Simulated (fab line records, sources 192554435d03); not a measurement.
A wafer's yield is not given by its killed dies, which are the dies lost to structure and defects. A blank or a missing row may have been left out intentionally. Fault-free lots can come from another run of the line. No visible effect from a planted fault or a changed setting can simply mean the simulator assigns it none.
Comparing a struck lot with a sound one	flow n5Finfet	33 out of 1938 route steps
Sound: the wafers L787.2, L787.3, L787.4. Wafers L790.1, L790.4, L790.5 were the ones struck. The cause is given at the end.
Each step with rows lists, per side, the tool, then ch with its chambers, then its first start. Under that, the readings that differ: sound wafers	struck wafers	difference of the means	sigmas: that difference in standard deviations of wafers without a fault.
alike: same words and numbers on both sides, and readings whose means sit less than 2 such deviations apart. not compared: any withheld reading, any reading some wafer has no value for, any bound like >300 that may hide the same value, and any number with overlapping values for which the record gives no deviation.
The two part at a step that has a row with sigmas, a row that says differs or no value, or rows on one side only. Numbers that don't overlap but have no deviation are shown without sigmas and don't part them. Lack of a reading on every wafer of one side parts them only where that side has two or more wafers.

N5_BEOL_M13_PRE_CLEAN_42: time 30 s.
  sound on pvdSputter-03, day 16 23:57; struck on pvdSputter-03, day 17 13:59
  alike: heaterPowerW
N5_BEOL_M13_SPUTTER_43: material TaN, target thk 15 nm, time 24.19 s.
  sound on pvdSputter-03, day 16 23:59; struck on pvdSputter-03, day 17 14:02
  alike: throttleValvePct
N5_BEOL_M13_SPUTTER_44: material Ta, target thk 10 nm, time 16.13 s.
  sound on pvdSputter-03, day 17 00:04; struck on pvdSputter-03, day 17 14:07
  alike: throttleValvePct
N5_BEOL_M13_SPUTTER_45: material Cu, target thk 80 nm, time 13.33 s.
  sound on pvdSputter-03, day 17 00:09; struck on pvdSputter-03, day 17 14:11
  alike: chuckSensorTempC, throttleValvePct
then, 3 steps without rows for these wafers: N5_BEOL_M13_ECD_47 (material Cu, target thk 936 nm); N5_BEOL_M13_ANNEAL_48 (time 90 s); N5_BEOL_M13_CMP_49 (polishes, stops on SiOC, t overpolish 17.1 s, target thk 420 nm).
N5_BEOL_M13_THK_MEAS_50: measures by xrf.
  sound on filmMetro-01, day 17 01:03; struck on filmMetro-02, day 17 15:04
reading	sound	struck	difference	sigmas
M13_THK (nm)	427 425 424	408 411 411	-15	-2
then, 2 steps without rows for these wafers: N5_BEOL_M13_PRE_CLEAN_52 (time 15 s); N5_BEOL_M13_DEP_53 (deposits SiCN from 3MS/NH3, target thk 50 nm, time 17.8 s).
N5_BEOL_M13_RS_MEAS_54: measurement is done with a four-point probe.
  sound on filmMetro-01, day 17 01:10; struck on filmMetro-02, day 17 15:13
  alike: M13_RS
N5_BEOL_M13_INSPECT_55: inspects for defects (darkfield).
  sound on defectInspect-01, day 17 01:12; struck on defectInspect-02, day 17 15:14
  alike: rawDefectCount
N5_BEOL_M14_ILD_DEP_00: deposits SiO2 from TEOS/O2, target thk 1119.3 nm, time 237.4 s.
  sound on pecvd-02 ch 0,2, day 17 01:14; struck on pecvd-03 ch 0,1, day 17 15:17
  no value came back on the struck wafers for any of 5 readings (chamberPressureTorr (Torr), heaterPowerOuterW (W) and others); on the sound wafers chamberPressureTorr (Torr) reads 6.482 6.505 6.503
then, 8 steps without rows for these wafers: N5_BEOL_M14_COAT_58 (time 60 s, resist thk 89 nm); N5_BEOL_M14_COAT_04 (resist thk 800 nm); N5_BEOL_M14_EBR_06; N5_BEOL_M14_SOFTBAKE_05 (time 60 s); N5_BEOL_M14_EXPOSE_07 (exposes mask V13); N5_BEOL_M14_PEB_08 (peb time 90 s); N5_BEOL_M14_DEVELOP_09 (develop time 45 s); N5_BEOL_M14_HARDBAKE_14 (time 120 s).
N5_BEOL_M14_CD_MEAS_10 targets a cd of 250 nm.
  sound on cdSem-01 ch 0, day 17 01:56; struck on cdSem-02 ch 0, day 17 15:52
  alike: cdNm
N5_BEOL_M14_OVL_MEAS_11:
  sound on overlay-02 ch 0, day 17 01:58; struck on overlay-02 ch 0, day 17 15:53
  alike: V13_OVL
N5_BEOL_M14_INSPECT_12: inspects for defects (macro).
  sound on defectInspect-01, day 17 01:59; struck on defectInspect-01, day 17 15:55
  alike: rawDefectCount
then, 2 steps without rows for these wafers: N5_BEOL_M14_DESCUM_15 (chemistry O2, time 7.9 s); N5_BEOL_M14_ETCH_59 (etches BARC in N2/H2, target depth 89 nm, overetch 26.7 nm, time 67.9 s).
N5_BEOL_M14_VIA_ETCH_16: etches SiO2 in C4F8/O2/Ar, target depth 1231.3 nm.
  sound on rieDiel-04 ch 0,1,2, day 17 02:08; struck on rieDiel-03 ch 0,1, day 17 16:24
reading	sound	struck	difference	sigmas
oesProductAu (a.u.)	0.72 0.63 0.86	0.33 0.32 0.32	-0.41	-6
throttleValvePct (%)	30.7 31.4 30.9	30.0 29.8 30.0	-1.1	-3
model.etch.depthNm (nm)	1098 1124 1100	0 0 0	-1107	
model.coat_of_BEOL_M14_COAT_04.thkNm (nm)	458 451.2 452.4	714 712 714	+259	
  alike: drypumpMotorCurrentA, rfVppV, showerheadPlenumPTorr
then, 1 step without rows for these wafers: N5_BEOL_M14_STRIP_63 (strips in O2).
N5_BEOL_M14_STRIP_64: strips in O2.
  sound: rieDiel-04 ch 0,1,2; struck: rieDiel-03 ch 0,1
  alike: drypumpMotorCurrentA, oesProductAu, rfVppV, showerheadPlenumPTorr, throttleValvePct
  not compared: rfHoursCounterH
then, 2 steps without rows for these wafers: N5_BEOL_M14_STRIP_71 (strips in post etch residue remover, time 60 s); N5_BEOL_M14_SRD_72 (time 30 s, dry time 30 s).
N5_BEOL_M14_CD_MEAS_17 targets a cd of 250 nm.
  sound on cdSem-02, day 17 02:37; struck on cdSem-01, day 17 16:45
reading	sound	struck	difference	sigmas
cdNm (nm)	249.4 246.2 247.2	- - -	no value on the struck wafers	
then, 1 step without rows for these wafers: N5_BEOL_M14_COAT_65 (time 60 s, resist thk 450 nm).

## WHERE THEY PART
Last at N5_BEOL_M14_CD_MEAS_17 as far as this record goes, first at N5_BEOL_M13_THK_MEAS_50.

WHY: what the simulator had put in
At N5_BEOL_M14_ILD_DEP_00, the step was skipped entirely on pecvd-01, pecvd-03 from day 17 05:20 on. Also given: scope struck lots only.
